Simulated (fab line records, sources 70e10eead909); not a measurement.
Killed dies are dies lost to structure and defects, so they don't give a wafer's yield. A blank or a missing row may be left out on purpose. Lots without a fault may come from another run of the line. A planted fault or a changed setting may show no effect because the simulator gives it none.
Which tool did it? | flow nand_harc | 12 lots, 36 wafers sampled, at 5 steps of a route of 1302

WHAT THE GAUGES READ, wafer by wafer
NHARC_END_SORT_01. Usual: killed_at_array 58, standard deviation 18; killed_at_other 1.0, standard deviation 1.5; killed_at_periphery 4, standard deviation 3.1; killed_dies 64, standard deviation 18; killed_open 3.4, standard deviation 1.9; killed_short 2.7, standard deviation 1.7.
lot  | measured     | on        | killed_at_array | killed_at_other | killed_at_periphery | killed_dies | killed_open | killed_short | flag
L961 | day 27 04:52 | prober-01 | 86 90 677       | 1 1 0           | 1 0 0               | 88 91 677   | 2 1 2       | 0 3 0        | OFF
L962 | day 27 13:49 | prober-02 | 56 46 677       | 0 2 0           | 5 0 0               | 61 48 677   | 2 3 2       | 2 3 3        | OFF

WHICH TOOL RAN EACH LOT (tool, then ch and the chambers of the sampled wafers, then the start)
lot  | NHARC_A_STAIRCASE_DEP_280       | NHARC_A_BONDPAD_PVD_17                  | NHARC_THIN_TSV_ETCH_44             | NHARC_THIN_TSV_DESCUM_35
L955 | pecvd-03 ch 0,2, day 16 23:29   | pvd_sputter-02, day 24 06:41 or earlier | rie_diel-04 ch 1,2, day 24 06:41   | rie_diel-03 ch 2,3, day 24 12:21
L956 | pecvd-01 ch 0,1, day 17 02:00   | pvd_sputter-02, day 24 21:10 or earlier | rie_diel-04 ch 0,1,2, day 24 21:10 | rie_diel-03 ch 2,3, day 25 02:50
L958 | pecvd-03 ch 0,2, day 17 18:40   | pvd_sputter-03, day 24 18:43 or earlier | rie_diel-04 ch 1,2, day 24 18:43   | rie_diel-01 ch 0,1,3, day 25 00:23
L959 | pecvd-03 ch 0,2, day 17 23:23   | pvd_sputter-03, day 25 07:23 or earlier | rie_diel-04 ch 0,2, day 25 07:23   | rie_diel-01 ch 1,2, day 25 13:15
L960 | pecvd-03 ch 1,2, day 19 03:01   | pvd_sputter-02, day 26 06:13 or earlier | rie_diel-04 ch 0,1,3, day 26 06:13 | rie_diel-01 ch 1,3, day 26 12:13
L961 | pecvd-03 ch 0,1,2, day 19 10:05 | pvd_sputter-03, day 26 14:21 or earlier | rie_diel-01 ch 2,3, day 26 14:21   | rie_diel-01 ch 1,2, day 26 20:02
L962 | pecvd-03 ch 1,2, day 19 19:13   | pvd_sputter-03, day 26 22:25 or earlier | rie_diel-01 ch 1,3, day 26 22:25   | rie_diel-01 ch 2,3, day 27 04:07
L974 | pecvd-01 ch 0,2, day 24 06:22   | pvd_sputter-01, day 31 13:12 or earlier | rie_diel-04 ch 1,2,3, day 31 13:12 | rie_diel-03 ch 1,2,3, day 31 18:52
L971 | pecvd-04 ch 0,1, day 24 08:11   | pvd_sputter-01, day 31 08:33 or earlier | rie_diel-01 ch 1,2, day 31 08:33   | rie_diel-04 ch 1,2, day 31 14:31
L973 | pecvd-03 ch 0,1,2, day 24 19:10 | pvd_sputter-01, day 32 08:06 or earlier | rie_diel-04 ch 1,2,3, day 32 08:06 | rie_diel-04 ch 0,1,3, day 32 13:54
L975 | pecvd-04 ch 0,2, day 25 05:07   | pvd_sputter-01, day 32 14:49 or earlier | rie_diel-01 ch 1,2,3, day 32 14:49 | rie_diel-04 ch 0,1,2, day 32 21:01
L976 | pecvd-03 ch 0,1,2, day 25 06:56 | pvd_sputter-03, day 32 21:01 or earlier | rie_diel-01 ch 0,2, day 32 21:01   | rie_diel-04 ch 2,3, day 33 02:50
- NHARC_A_STAIRCASE_DEP_280: deposits SiON, target thk 30 nm.
- NHARC_A_BONDPAD_PVD_17: deposits TaN, target thk 5 nm, time 8.06 s.
- NHARC_THIN_TSV_ETCH_44: etches the open film in CF4/O2, target depth 1594.2 nm, time 797.1 s.
- NHARC_THIN_TSV_DESCUM_35: chemistry O2, time 3 s.

WHAT THE TOOLS THEMSELVES READ (means of the sampled wafers that have a number; where no wafer has one, the mark that the record gives instead)
NHARC_A_STAIRCASE_DEP_280. Usual: heater_power_w 745 W, standard deviation 74; rf_fwd_power_W 348.8 W, standard deviation 1.3.
lot  | tool     | heater_power_w (W) | rf_fwd_power_W (W) | flag
L955 | pecvd-03 | 734                | 349.3              |
L956 | pecvd-01 | 740                | 348.3              |
L958 | pecvd-03 | 696                | 348.6              |
L959 | pecvd-03 | 707                | 347.1              |
L960 | pecvd-03 | 720                | 347.8              |
L961 | pecvd-03 | 710                | 349.8              |
L962 | pecvd-03 | 780                | 349.1              |
L974 | pecvd-01 | 776                | 348.4              |
L971 | pecvd-04 | 867                | 348.8              |
L973 | pecvd-03 | 711                | 348.0              |
L975 | pecvd-04 | 879                | 349.4              |
L976 | pecvd-03 | 653                | 350.0              |

NHARC_A_BONDPAD_PVD_17. Usual: throttle_valve_pct 29.6 %, standard deviation 1.1.
lot  | tool           | throttle_valve_pct (%) | flag
L955 | pvd_sputter-02 | 30.7                   |
L956 | pvd_sputter-02 | 31.0                   |
L958 | pvd_sputter-03 | 29.4                   |
L959 | pvd_sputter-03 | 29.5                   |
L960 | pvd_sputter-02 | 31.0                   |
L961 | pvd_sputter-03 | 30.1                   |
L962 | pvd_sputter-03 | 29.2                   |
L974 | pvd_sputter-01 | 29.4                   |
L971 | pvd_sputter-01 | 29.5                   |
L973 | pvd_sputter-01 | 29.5                   |
L975 | pvd_sputter-01 | 28.5                   |
L976 | pvd_sputter-03 | 29.8                   |

NHARC_THIN_TSV_ETCH_44. Usual: chamber_pressure_mTorr 30.000 mTorr, standard deviation 0.026; drypump_motor_current_A 5.8 A, standard deviation 0.41; oes_product_au 0.999 a.u., standard deviation 0.011; rf_fwd_power_W 299.8 W, standard deviation 0.92; rf_vpp_V 789 V, standard deviation 3; showerhead_plenum_p_Torr 1.75 Torr, standard deviation 0.046; throttle_valve_pct 16.914 %, standard deviation 0.0088.
lot  | tool        | chamber_pressure_mTorr (mTorr) | drypump_motor_current_A (A) | oes_product_au (a.u.) | rf_fwd_power_W (W) | rf_vpp_V (V) | showerhead_plenum_p_Torr (Torr) | throttle_valve_pct (%) | flag
L955 | rie_diel-04 | 30.025                         | 6.1                         | 0.991                 | 300.0              | 788          | 1.72                            | 16.920                 |
L956 | rie_diel-04 | 29.982                         | 5.9                         | 1.000                 | 300.3              | 786          | 1.72                            | 16.919                 |
L958 | rie_diel-04 | 29.984                         | 6.1                         | 0.995                 | 299.8              | 787          | 1.72                            | 16.905                 |
L959 | rie_diel-04 | 29.999                         | 5.6                         | 0.999                 | 300.6              | 787          | 1.72                            | 16.911                 |
L960 | rie_diel-04 | 30.006                         | 5.8                         | 1.001                 | 300.0              | 788          | 1.75                            | 16.909                 |
L961 | rie_diel-01 | 29.997                         | 5.8                         | 1.000                 | 301.5              | 789          | 1.73                            | 16.915                 |
L962 | rie_diel-01 | 29.999                         | 6.0                         | 0.993                 | 299.1              | 788          | 1.73                            | 16.919                 |
L974 | rie_diel-04 | 30.004                         | 6.0                         | 1.008                 | 299.6              | 789          | 1.75                            | 16.911                 |
L971 | rie_diel-01 | 29.983                         | 5.7                         | 0.992                 | 299.1              | 787          | 1.72                            | 16.916                 |
L973 | rie_diel-04 | 29.990                         | 5.9                         | 1.010                 | 299.4              | 790          | 1.75                            | 16.920                 |
L975 | rie_diel-01 | 29.993                         | 5.9                         | 0.993                 | 299.8              | 788          | 1.72                            | 16.917                 |
L976 | rie_diel-01 | 29.992                         | 5.7                         | 0.994                 | 299.2              | 788          | 1.75                            | 16.912                 |

NHARC_THIN_TSV_DESCUM_35. Usual: chamber_pressure_mTorr 60.00 mTorr, standard deviation 0.052; drypump_motor_current_A 5.7 A, standard deviation 0.48; oes_product_au 1.002 a.u., standard deviation 0.0099; rf_vpp_V 57.4 V, standard deviation 0.82; showerhead_plenum_p_Torr 1.82 Torr, standard deviation 0.049; throttle_valve_pct 11.310 %, standard deviation 0.0085.
lot  | tool        | chamber_pressure_mTorr (mTorr) | drypump_motor_current_A (A) | oes_product_au (a.u.) | rf_vpp_V (V) | showerhead_plenum_p_Torr (Torr) | throttle_valve_pct (%) | flag
L955 | rie_diel-03 | 59.94                          | 6.3                         | 1.004                 | 57.7         | 1.86                            | 11.308                 |
L956 | rie_diel-03 | 59.98                          | 6.3                         | 1.003                 | 57.8         | 1.85                            | 11.309                 |
L958 | rie_diel-01 | 60.02                          | 6.0                         | 1.002                 | 57.9         | 1.82                            | 11.317                 |
L959 | rie_diel-01 | 59.98                          | 5.7                         | 0.985                 | 56.1         | 1.79                            | 11.310                 |
L960 | rie_diel-01 | 59.98                          | 6.0                         | 0.995                 | 56.5         | 1.79                            | 11.312                 |
L961 | rie_diel-01 | 60.02                          | 5.8                         | 1.006                 | 56.6         | 1.79                            | 11.304                 |
L962 | rie_diel-01 | 59.97                          | 5.8                         | 0.998                 | 57.5         | 1.79                            | 11.308                 |
L974 | rie_diel-03 | 60.05                          | 5.7                         | 1.013                 | 57.4         | 1.83                            | 11.310                 |
L971 | rie_diel-04 | 60.01                          | 6.0                         | 1.011                 | 57.4         | 1.78                            | 11.306                 |
L973 | rie_diel-04 | 60.06                          | 5.8                         | 1.009                 | 57.3         | 1.82                            | 11.314                 |
L975 | rie_diel-04 | 60.01                          | 5.9                         | 1.007                 | 57.4         | 1.78                            | 11.303                 |
L976 | rie_diel-04 | 59.99                          | 5.6                         | 0.998                 | 58.6         | 1.87                            | 11.308                 |

THE ANSWER, worked out from the rows above alone
Rule: a lot is off if the mean of its wafers that have a number lies more than 3 standard deviations from the usual mean. A lot without any number at a reading at which 4 lots or more have one is off too. The other lots that the step has rows for count as sound. The gauges are gone through in route order, then the tools' own readings, and for those a lot's mean is taken as printed above. The first step at which some lot is off is used, and at that step the reading that is off furthest; a lot without a number counts as furthest.
Off: L961, L962, at NHARC_END_SORT_01 (killed_at_array). Neither off nor sound, because the step has no rows for them: L955, L956, L958, L959, L960, L974, L971, L973, L975, L976.
A tool fits if, at a process step before that reading, it ran every lot that is off, and no sound lot after the first of them. The gauges at NHARC_END_SORT_01 are tried like those tools. NHARC_A_BONDPAD_PVD_17 gives no start for some lots, so the hours and the order of its lots are those of NHARC_THIN_TSV_ETCH_44. Can't be told from this: 3 tools fit, pecvd-03 at NHARC_A_STAIRCASE_DEP_280, pvd_sputter-03 at NHARC_A_BONDPAD_PVD_17, rie_diel-01 at NHARC_THIN_TSV_ETCH_44 and NHARC_THIN_TSV_DESCUM_35.

WHAT THE SIMULATOR HAD PUT IN
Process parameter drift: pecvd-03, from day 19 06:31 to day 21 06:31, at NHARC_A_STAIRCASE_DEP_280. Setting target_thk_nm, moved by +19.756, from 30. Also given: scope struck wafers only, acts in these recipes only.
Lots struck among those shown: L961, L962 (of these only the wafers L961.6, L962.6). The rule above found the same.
